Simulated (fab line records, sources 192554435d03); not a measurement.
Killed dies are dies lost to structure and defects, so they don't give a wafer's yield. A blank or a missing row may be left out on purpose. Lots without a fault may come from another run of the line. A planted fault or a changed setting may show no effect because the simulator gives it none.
fab line records | flow n5_finfet | part 1 of 2: steps 1 to 3 of 6
record lots=21 wafers=63 last_day=17
route steps=1938 shown BEOL_M0_SAQP@677 BEOL_M0_CUTY@712 BEOL_M0@748
lots that met no fault: from a run of the same line without faults
start_h: hours from the record's first day to the start of the lot's first wafer shown | wait_h: hours since the lot's step before | " the same as in the row above | L1.1+2: a row that stands for several wafers | - no value, or no start given | * or withheld: withheld | < > ~ a bound
route shown NAME@n: a module of which the file shows steps, and the number in the route of the first | usual: mean/standard deviation of fault-free wafers | same: alike in all rows | chamber/n: place in a boat | sites: the reading at each site | _std_site: their standard deviation | _edge_site: outer sites' mean less inner sites' | radius_mm: how far each site lies from the wafer's centre | mask NAME#n: copy n | behind: the tool/chamber that last shaped the wafer | hold: why the lot was held/for how many hours/how that ended | device: the transistor (n, p or np) that didn't switch | end of line: the same wafers' tests at the end of the route | a step without rows: its recipe alone | killed: dies lost to structure and defects at the first sort, not the wafer's yield | map: a wafer's dies, x killed, . not, _ none there
set.NAME: the setting as run; set.NAME@STEP: as run at that earlier step | model.NAME: the simulator's own value behind a step, which no gauge read
steps of the route over a sample of lots; a table a step, a row a wafer
services: from which hour (start_h, from the record's first day; less than 0 if before it) a tool's chamber was out of use, for how many hours, and why
## steps
# step N5_BEOL_M0_SAQP_SPACER2_ETCHBACK_27
# recipe chemistry=CHF3/O2 mode=anisotropic_etchback target=SiO2 target_depth_a=225 time_s=11.25 pressure_mtorr=30 source_w=650 bias_w=170 Ar_flow_sccm=200 CHF3_flow_sccm=50 O2_flow_sccm=5 ion_energy_ev=200
# usual drypump_motor_current_A=5.6/0.4 oes_product_au=0.80/0.084 rf_fwd_power_W=645.4/2.2 rf_vpp_V=525/12 showerhead_plenum_p_Torr=2.47/0.038 throttle_valve_pct=18.76/0.21
# same time_s=11.25
# columns lot.wafer tool chamber start_h wait_h drypump_motor_current_A oes_product_au rf_fwd_power_W rf_hours_counter_h rf_vpp_V showerhead_plenum_p_Torr throttle_valve_pct
L074.3 rie_diel-04 2 115.56 0.4 6.0 0.69 646.1 238 515 2.46 19.20
L074.4 " 3 " " 6.1 0.84 646.0 92 547 2.46 18.54
L074.5 " 0 " " 5.4 0.75 648.2 - 518 2.51 18.91
L075.1 rie_diel-05 3 120.73 0.3 5.8 0.71 640.9 240 519 2.51 18.84
L075.2 " 0 " " 5.0 0.74 647.4 194 518 2.51 18.82
L075.3 " 1 " " 5.6 0.89 641.0 23 516 2.48 18.75
L076.2 rie_diel-05 2 124.61 0.3 5.7 0.97 644.4 4 541 2.45 18.47
L076.3 " 3 " " 5.8 0.71 646.5 242 519 2.51 18.84
L076.6 " 0 " " 5.0 0.74 646.1 - 516 2.51 18.85
L078.1 rie_diel-04 0 133.97 0.3 5.4 0.74 644.6 155 520 2.51 18.92
L078.5 " 3 " " 6.1 0.84 645.8 - 546 2.46 18.58
L078.6 " 2 " " 6.0 0.69 646.6 - 514 2.46 19.20
L079.3 rie_diel-01 3 141.07 0.3 6.2 0.67 647.7 249 505 2.39 18.91
L079.4 " 0 " " 5.6 0.69 645.2 226 513 2.38 19.02
L079.5 " 3 " " 6.1 0.67 645.3 - 506 2.39 18.93
L080.2 rie_diel-04 0 144.34 0.3 5.4 0.74 647.5 158 521 2.51 18.91
L080.4 " 1 " " 5.0 0.76 642.1 - 535 2.48 18.57
L080.6 " 0 " " 5.4 0.75 648.7 - 519 2.51 18.92
L081.2 rie_diel-04 1 149.65 0.3 4.9 0.76 641.6 155 534 2.48 18.57
L081.3 " 2 " " 6.0 0.68 646.3 245 514 2.46 19.20
L081.4 " 3 " " 6.1 0.83 648.0 103 546 2.45 18.59
L082.2 rie_diel-04 3 161.27 0.5 6.1 0.82 648.2 105 546 2.45 18.59
L082.3 " 1 " " 5.0 0.74 645.2 158 533 2.48 18.58
L082.6 " 0 " " 5.4 0.75 645.5 - 520 2.50 18.94
L085.2 rie_diel-04 3 175.57 0.3 6.1 0.82 644.6 111 547 2.45 18.59
L085.3 " 0 " " 5.4 0.74 648.8 - 521 2.50 18.95
L085.6 " 0 " " 5.4 0.74 647.7 - 518 2.50 18.94
L086.1 rie_diel-04 0 191.61 0.3 5.5 0.74 644.9 174 520 2.50 18.94
L086.3 " 3 " " 6.1 0.81 646.2 117 544 2.45 18.61
L086.4 " 1 " " 4.9 0.74 645.7 - 533 2.48 18.60
L087.1 rie_diel-05 3 194.73 0.3 5.8 0.89 639.0 8 520 2.50 18.45
L087.2 " 0 " " 5.0 0.71 643.5 218 516 2.50 18.87
L087.3 " 2 " " 5.7 0.91 642.9 28 541 2.44 18.52
L088.1 rie_diel-01 0 197.71 0.3 5.6 0.68 644.4 245 511 2.37 19.05
L088.4 " 3 " " 6.2 0.93 643.5 9 506 2.39 18.57
L088.5 " 3 " " 6.2 0.93 646.8 - 506 2.39 18.57
L089.2 rie_diel-05 2 205.37 0.3 5.7 0.89 646.1 31 541 2.43 18.49
L089.5 " 2 " " 5.6 0.90 646.8 - 542 2.44 18.51
L089.6 " 3 " " 5.8 0.88 642.4 - 518 2.50 18.46
L090.2 rie_diel-04 2 210.08 0.5 6.0 0.97 647.2 6 513 2.45 18.87
L090.3 " 1 " " 5.0 0.74 646.6 175 533 2.48 18.59
L090.5 " 0 " " 5.4 0.74 647.5 - 520 2.50 18.97
L091.1 rie_diel-04 2 213.51 0.3 6.0 0.96 644.1 8 516 2.45 18.88
L091.3 " 0 " " 5.4 0.74 647.0 184 519 2.49 18.97
L091.5 " 1 " " 4.9 0.74 643.5 - 533 2.47 18.63
L092.2 rie_diel-05 0 222.60 0.4 5.0 0.71 648.4 228 517 2.49 18.91
L092.4 " 3 " " 5.8 0.88 641.6 18 519 2.50 18.46
L092.5 " 0 " " 5.0 0.71 647.4 - 515 2.49 18.88
L093.3 rie_diel-04 0 226.75 0.3 5.5 0.73 646.0 189 522 2.49 18.98
L093.5 " 2 " " 6.0 0.94 642.9 - 513 2.45 18.88
L093.6 " 3 " " 6.1 0.81 645.6 - 545 2.45 18.62
L094.2 rie_diel-05 3 229.19 0.3 5.8 0.87 649.6 20 520 2.50 18.48
L094.4 " 1 " " 5.6 0.83 645.8 60 515 2.46 18.82
L094.6 " 0 " " 5.0 0.70 646.8 - 517 2.49 18.89
L095.1 rie_diel-05 1 240.60 0.3 5.6 0.83 644.6 63 514 2.46 18.84
L095.2 " 0 " " 5.0 0.70 647.2 232 516 2.49 18.89
L095.4 " 2 " " 5.6 0.87 645.8 42 539 2.43 18.54
L096.1 rie_diel-04 2 245.17 0.3 6.0 0.92 649.3 20 513 2.45 18.88
L096.5 " 0 " " 5.4 0.73 642.3 - 520 2.49 18.98
L096.6 " 3 " " 6.1 0.80 646.5 - 546 2.44 18.64
L097.2 rie_diel-05 0 247.84 0.5 5.0 0.70 647.0 235 516 2.49 18.90
L097.5 " 1 " " 5.6 0.83 645.1 - 514 2.46 18.83
L097.6 " 0 " " 5.0 0.69 645.5 - 516 2.49 18.91
# step N5_BEOL_M0_SAQP_MANDREL2_REMOVE_110
# recipe chemistry=HBr/Cl2/O2 bt_time_s=10 target=a-Si stop_on=SiCN endpoint=OES-SiCl over_etch_frac=1 icp_w=600 bias_w=30 HBr_flow_sccm=150 Cl2_flow_sccm=80 O2_flow_sccm=5 pressure_mtorr=10
# usual drypump_motor_current_A=5.7/0.31 oes_product_au=1.002/0.02 rf_fwd_power_W=596.7/2.1 throttle_valve_pct=36.5/0.45
# columns lot.wafer tool chamber start_h wait_h drypump_motor_current_A oes_product_au rf_fwd_power_W rf_hours_counter_h throttle_valve_pct
L074.3 rie_si-01 3 115.65 0.1 5.9 1.012 593.1 179 36.7
L074.4 " 1 " " 5.9 1.002 595.3 172 35.8
L074.5 " 1 " " 5.9 1.009 596.7 - 35.8
L075.1 rie_si-05 0 120.82 0.1 5.7 1.025 594.5 3 36.2
L075.2 " 3 " " 5.0 0.993 593.8 105 37.3
L075.3 " 2 " " 5.4 1.010 597.7 19 36.1
L076.2 rie_si-01 3 124.70 0.1 5.9 1.007 594.7 179 36.7
L076.3 " 0 " " 5.2 1.022 598.9 9 36.7
L076.6 " 2 " " 5.7 0.978 597.6 - 36.8
L078.1 rie_si-06 0 134.06 0.1 5.9 1.013 598.9 2 36.4
L078.5 " 1 " " 6.1 0.981 597.5 - 36.8
L078.6 " 0 " " 5.9 1.018 597.5 - 36.3
L079.3 rie_si-01 1 141.16 0.1 5.9 0.999 595.3 173 35.8
L079.4 " 3 " " 5.9 1.024 596.1 180 36.7
L079.5 " 2 " " 5.7 0.976 596.3 - 36.8
L080.2 rie_si-05 3 144.43 0.1 5.0 0.993 596.6 106 37.3
L080.4 " 0 " " 5.7 1.023 598.0 4 36.2
L080.6 " 1 " " 6.0 1.000 598.5 - 36.4
L081.2 rie_si-05 2 149.73 0.1 5.4 1.012 598.2 20 36.0
L081.3 " 0 " " 5.6 1.016 594.6 4 36.2
L081.4 " 3 " " 5.0 0.986 597.7 106 37.3
L082.2 rie_si-01 3 161.36 0.1 5.9 1.023 593.7 180 36.7
L082.3 " 1 " " 5.9 1.000 595.2 173 35.8
L082.6 " 0 " " 5.2 1.025 595.8 - 36.7
L085.2 rie_si-06 0 175.69 0.1 5.9 1.027 596.7 2 36.3
L085.3 " 1 " " 6.1 0.993 597.3 37 36.8
L085.6 " 2 " " 5.8 0.998 596.5 - 37.3
L086.1 rie_si-01 2 191.70 0.1 5.7 0.966 596.2 14 36.8
L086.3 " 1 " " 6.0 1.005 597.0 173 35.8
L086.4 " 0 " " 5.2 1.033 599.4 10 36.7
L087.1 rie_si-06 1 194.81 0.1 6.1 0.971 597.5 37 36.8
L087.2 " 3 " " 5.5 1.019 598.0 27 36.2
L087.3 " 0 " " 5.9 1.030 598.1 3 36.4
L088.1 rie_si-01 3 197.80 0.1 5.9 1.016 593.1 181 36.7
L088.4 " 2 " " 5.7 0.966 595.6 14 36.8
L088.5 " 0 " " 5.2 1.023 596.1 - 36.7
L089.2 rie_si-01 2 205.46 0.1 5.7 0.976 597.8 14 36.8
L089.5 " 3 " " 5.9 1.015 595.8 - 36.7
L089.6 " 2 " " 5.7 0.979 597.6 - 36.8
L090.2 rie_si-01 3 210.17 0.1 5.9 1.010 594.1 181 36.7
L090.3 " 1 " " 5.9 0.988 597.4 174 35.8
L090.5 " 1 " " 5.9 0.985 595.5 - 35.8
L091.1 rie_si-06 2 213.60 0.1 5.8 1.006 599.0 78 37.3
L091.3 " 3 " " 5.5 1.020 595.6 27 36.1
L091.5 " 2 " " 5.8 1.007 598.4 - 37.3
L092.2 rie_si-05 1 222.69 0.1 5.9 0.980 596.9 138 36.4
L092.4 " 3 " " 5.1 0.968 596.8 107 37.3
L092.5 " 0 " " 5.6 1.014 596.0 - 36.2
L093.3 rie_si-05 3 226.84 0.1 5.1 0.984 597.7 107 37.3
L093.5 " 3 " " 5.0 0.987 598.9 - 37.3
L093.6 " 2 " " 5.4 1.011 598.9 - 36.0
L094.2 rie_si-05 3 229.28 0.1 5.0 0.979 598.2 107 37.3
L094.4 " 0 " " 5.6 1.028 595.8 5 36.2
L094.6 " 3 " " 5.0 0.983 598.9 - 37.3
L095.1 rie_si-01 0 240.69 0.1 5.2 1.033 594.5 11 36.7
L095.2 " 1 " " 5.9 0.990 596.7 174 35.8
L095.4 " 3 " " 5.9 1.012 591.6 181 36.7
L096.1 rie_si-01 0 245.27 0.1 5.2 1.035 598.8 11 36.7
L096.5 " 3 " " 5.9 1.024 596.1 - 36.7
L096.6 " 2 " " 5.7 0.973 597.3 - 36.8
L097.2 rie_si-05 2 247.93 0.1 5.5 1.002 598.8 21 36.1
L097.5 " 1 " " 6.0 0.984 596.4 - 36.4
L097.6 " 0 " " 5.7 1.019 595.2 - 36.2
# step N5_BEOL_M0_SAQP_ETCH_49
# recipe chemistry=CF4/O2 target_depth_a=370 target=SiO2 pressure_mtorr=40 source_w=535 bias_w=49 Ar_flow_sccm=100 cf4_flow_sccm=100 O2_flow_sccm=10 ion_energy_ev=100
# usual drypump_motor_current_A=5.6/0.37 oes_product_au=0.82/0.094 rf_fwd_power_W=532.0/1.5 rf_vpp_V=241/5.7 showerhead_plenum_p_Torr=2.25/0.037 throttle_valve_pct=15.71/0.2
# columns lot.wafer tool chamber start_h wait_h drypump_motor_current_A oes_product_au rf_fwd_power_W rf_hours_counter_h rf_vpp_V showerhead_plenum_p_Torr throttle_valve_pct
L074.3 rie_diel-05 1 117.36 0.3 5.6 0.92 535.0 22 236 2.26 15.66
L074.4 " 0 " " 5.0 0.72 531.0 193 237 2.28 15.73
L074.5 " 1 " " 5.6 0.92 532.1 - 237 2.26 15.65
L075.1 rie_diel-01 3 122.56 0.4 6.2 0.68 531.4 243 232 2.17 15.84
L075.2 " 0 " " 5.6 0.69 533.2 220 235 2.19 16.03
L075.3 " 1 " " 5.7 0.89 532.3 40 245 2.34 15.82
L076.2 rie_diel-04 2 126.05 0.3 6.0 0.69 533.8 241 236 2.24 16.19
L076.3 " 0 " " 5.4 0.77 534.5 153 238 2.30 15.91
L076.6 " 2 " " 6.0 0.69 534.7 - 236 2.24 16.18
L078.1 rie_diel-05 3 135.53 0.3 5.8 0.71 528.2 245 240 2.29 15.83
L078.5 " 2 " " 5.7 0.96 531.7 - 251 2.25 15.50
L078.6 " 1 " " 5.6 0.90 533.3 - 238 2.26 15.68
L079.3 rie_diel-05 1 142.64 0.3 5.6 0.90 533.2 31 236 2.26 15.67
L079.4 " 2 " " 5.7 0.95 532.0 10 251 2.25 15.51
L079.5 " 2 " " 5.7 0.96 531.4 - 248 2.25 15.50
L080.2 rie_diel-05 2 145.92 0.3 5.7 0.97 531.2 11 249 2.24 15.50
L080.4 " 1 " " 5.6 0.90 532.5 32 236 2.26 15.68
L080.6 " 0 " " 5.0 0.73 534.0 - 236 2.28 15.74
L081.2 rie_diel-04 3 151.61 0.3 6.1 0.82 532.4 103 250 2.25 15.58
L081.3 " 0 " " 5.4 0.76 534.1 161 240 2.29 15.90
L081.4 " 1 " " 5.0 0.76 530.8 156 246 2.26 15.50
L082.2 rie_diel-04 2 163.97 0.3 6.0 0.68 532.3 250 236 2.24 16.19
L082.3 " 1 " " 5.0 0.75 530.2 159 244 2.26 15.53
L082.6 " 0 " " 5.4 0.75 536.5 - 238 2.29 15.92
L085.2 rie_diel-04 3 177.36 0.3 6.1 0.81 530.0 112 251 2.25 15.61
L085.3 " 0 " " 5.4 0.75 532.5 - 241 2.29 15.92
L085.6 " 0 " " 5.4 0.76 534.2 - 237 2.29 15.93
L086.1 rie_diel-05 0 193.17 0.3 5.0 0.71 531.1 218 237 2.27 15.79
L086.3 " 3 " " 5.8 0.92 529.5 7 238 2.28 15.37
L086.4 " 2 " " 5.7 0.91 530.6 27 249 2.24 15.54
L087.1 rie_diel-05 2 196.50 0.4 5.7 0.92 531.7 28 250 2.24 15.53
L087.2 " 3 " " 5.7 0.92 527.4 8 238 2.28 15.38
L087.3 " 1 " " 5.6 0.87 532.8 48 236 2.25 15.70
L088.1 rie_diel-05 0 199.41 0.3 5.0 0.70 531.4 219 238 2.27 15.78
L088.4 " 1 " " 5.6 0.87 532.9 49 236 2.25 15.71
L088.5 " 3 " " 5.8 0.90 530.5 - 241 2.28 15.36
L089.2 rie_diel-05 0 207.45 0.4 5.0 0.71 532.8 222 239 2.27 15.77
L089.5 " 0 " " 5.0 0.70 532.2 - 238 2.27 15.80
L089.6 " 1 " " 5.6 0.86 534.0 - 235 2.25 15.72
L090.2 rie_diel-04 0 212.84 0.3 5.4 0.74 530.7 183 240 2.28 15.95
L090.3 " 1 " " 4.9 0.73 532.0 177 245 2.25 15.56
L090.5 " 1 " " 5.0 0.74 529.0 - 245 2.25 15.55
L091.1 rie_diel-05 2 216.38 0.3 5.7 0.90 531.3 36 250 2.24 15.55
L091.3 " 1 " " 5.6 0.85 530.5 56 236 2.25 15.71
L091.5 " 2 " " 5.7 0.90 531.0 - 251 2.24 15.54
L092.2 rie_diel-01 3 224.46 0.3 6.2 0.93 529.8 13 233 2.17 15.41
L092.4 " 0 " " 5.7 0.68 531.9 248 236 2.18 16.10
L092.5 " 0 " " 5.6 0.68 532.2 - 236 2.18 16.09
L093.3 rie_diel-04 3 228.46 0.3 6.1 0.80 532.1 126 250 2.24 15.61
L093.5 " 3 " " 6.1 0.80 530.7 - 250 2.24 15.61
L093.6 " 2 " " 6.0 0.92 530.9 - 235 2.23 15.77
L094.2 rie_diel-01 3 230.63 0.3 6.2 0.91 533.1 15 234 2.17 15.41
L094.4 " 2 " " 5.8 0.86 532.6 - 241 2.17 16.01
L094.6 " 3 " " 6.2 0.92 531.7 - 232 2.17 15.41
L095.1 rie_diel-04 0 242.05 0.3 5.4 0.74 534.6 192 240 2.28 15.97
L095.2 " 2 " " 6.0 0.93 531.3 18 235 2.23 15.75
L095.4 " 3 " " 6.1 0.79 532.2 129 251 2.24 15.61
L096.1 rie_diel-04 1 246.93 0.6 5.0 0.73 529.2 188 246 2.25 15.58
L096.5 " 2 " " 6.0 0.93 531.6 - 234 2.23 15.76
L096.6 " 1 " " 5.0 0.73 529.6 - 245 2.25 15.59
L097.2 rie_diel-05 1 249.41 0.3 5.6 0.85 533.9 66 237 2.25 15.74
L097.5 " 3 " " 5.7 0.87 530.7 - 238 2.28 15.38
L097.6 " 2 " " 5.7 0.89 532.6 - 250 2.23 15.55
